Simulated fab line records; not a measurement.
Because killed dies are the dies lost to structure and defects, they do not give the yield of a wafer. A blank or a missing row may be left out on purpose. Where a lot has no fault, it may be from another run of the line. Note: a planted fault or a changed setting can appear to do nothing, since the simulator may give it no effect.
Struck lot and sound lot, side by side | flow n5_finfet | 23 steps out of a route of 1938
Sound: the wafers L841.4, L841.5, L841.6. Wafers struck: L838.3, L838.4, L838.5. The cause comes at the end.
At each step with rows: each side's tool, then ch and its chambers, then its first start. Under that, the readings that differ: sound wafers | struck wafers | difference of the means | sigmas: that difference in standard deviations of wafers without a fault.
alike: readings with means less than 2 such deviations apart, plus words and numbers identical on both sides. not compared: withheld readings, readings lacking a value on some wafer, bounds such as >300 that could conceal the same value, and numbers that have no deviation in the record and whose values overlap.
Wherever a step has rows on one side only, a row that says differs or no value, or a row with sigmas, the two part there. Non-overlapping numbers with no deviation appear without sigmas and do not part them. Lack of a reading on every wafer of one side parts them only where that side has two or more wafers.

first, 8 steps without rows for these wafers: N5_BEOL_M5_PRE_CLEAN_77 (time 15 s); N5_BEOL_M5_CO_CAP_78 (material Co, precursor CCTBA/H2, target thk 2 nm, time 102.1 s); N5_BEOL_M5_PRE_CLEAN_55 (time 15 s); N5_BEOL_M5_DEP_56 (deposits SiCN from 3MS/NH3, target thk 8 nm, time 14 s); N5_BEOL_M6_ILD_DEP_00 (deposits SiCOH lowk from DEMS/porogen, target thk 179.75 nm, time 33.4 s); N5_BEOL_M6_CURE_74 (cures SiCOH lowk, time 240 s); N5_BEOL_M6_PECVD_70 (deposits SiO2 from TEOS/O2, target thk 20 nm, time 22.7 s); N5_BEOL_M6_HM_DEP_02 (deposits TiN, target thk 20 nm).
N5_BEOL_M6_COAT_59: time 60 s, resist thk 100 nm.
  sound on litho_track-05 ch 0, day 12 10:38; struck on litho_track-02 ch 0, day 11 20:46
  reading                                  | sound                | struck               | difference | sigmas
  spin_speed_rpm (rpm)                     | 1500.2 1500.4 1499.4 | 1570.1 1571.2 1571.7 | +71.0      | +65
  model.SOC_of_BEOL_M6_COAT_59.thk_nm (nm) | 100.2 100.2 100.2    | 97.8 97.6 97.6       | -2.5       |
  alike: plate_temp_C
then, 9 steps without rows for these wafers: N5_BEOL_M6_COAT_60 (time 60 s, resist thk 35 nm); N5_BEOL_M6_COAT_05 (resist thk 90 nm); N5_BEOL_M6_EBR_07; N5_BEOL_M6_SOFTBAKE_06 (time 60 s); N5_BEOL_M6_EXPOSE_08 (exposes mask M6); N5_BEOL_M6_PEB_09 (peb time 60 s); N5_BEOL_M6_DEVELOP_10 (develop time 30 s); N5_BEOL_M6_DESCUM_16 (chemistry O2, time 7.9 s); N5_BEOL_M6_ETCH_61 (etches SiARC in CF4, target depth 45.5 nm, time 75.8 s).
N5_BEOL_M6_ETCH_62: etches SOC in N2/H2, target depth 110 nm, overetch 22 nm, time 165 s.
  sound on rie_diel-05 ch 0,1,2, day 12 11:11; struck on rie_diel-05 ch 0,1,3, day 11 21:43
  reading                  | sound             | struck            | difference | sigmas
  h2_flow_sccm (sccm)      | 200.6 200.6 200.0 | 199.4 198.9 198.7 | -1.4       | -2
  model.etch.depth_nm (nm) | 100.2 100.2 100.1 | 97.86 97.63 97.69 | -2.44      |
  alike: chamber_pressure_mTorr, drypump_motor_current_A, oes_product_au, rf_vpp_V, showerhead_plenum_p_Torr, throttle_valve_pct
  not compared: rf_hours_counter_h
then, 2 steps without rows for these wafers: N5_BEOL_M6_STRIP_68 (strips in N2/H2); N5_BEOL_M6_STRIP_67 (strips in CF4).
N5_BEOL_M6_HM_OPEN_17: chemistry Cl2/BCl3, target TiN, target depth 20 nm, overetch 6 nm.
  sound on rie_metal-02 ch 0,1, day 12 11:25; struck on rie_metal-03 ch 0,1, day 11 21:56
  reading                                  | sound          | struck         | difference | sigmas
  oes_product_au (a.u.)                    | 0.55 0.55 0.55 | 0.65 0.74 0.74 | +0.16      | +2
  model.SOC_of_BEOL_M6_COAT_59.thk_nm (nm) | 92.4 92.4 92.2 | 90 89.6 89.6   | -3         |
  alike: chamber_pressure_mTorr, drypump_motor_current_A, throttle_valve_pct
  not compared: rf_hours_counter_h
then, 1 step without rows for these wafers: N5_BEOL_M6_STRIP_19 (strips in O2).

== WHERE THEY PART ==
At N5_BEOL_M6_COAT_59 first; at N5_BEOL_M6_HM_OPEN_17 last (within this record only).

WHY: the cause the simulator had injected
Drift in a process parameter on litho_track-02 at N5_BEOL_M6_COAT_59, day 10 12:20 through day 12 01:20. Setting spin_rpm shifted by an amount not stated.
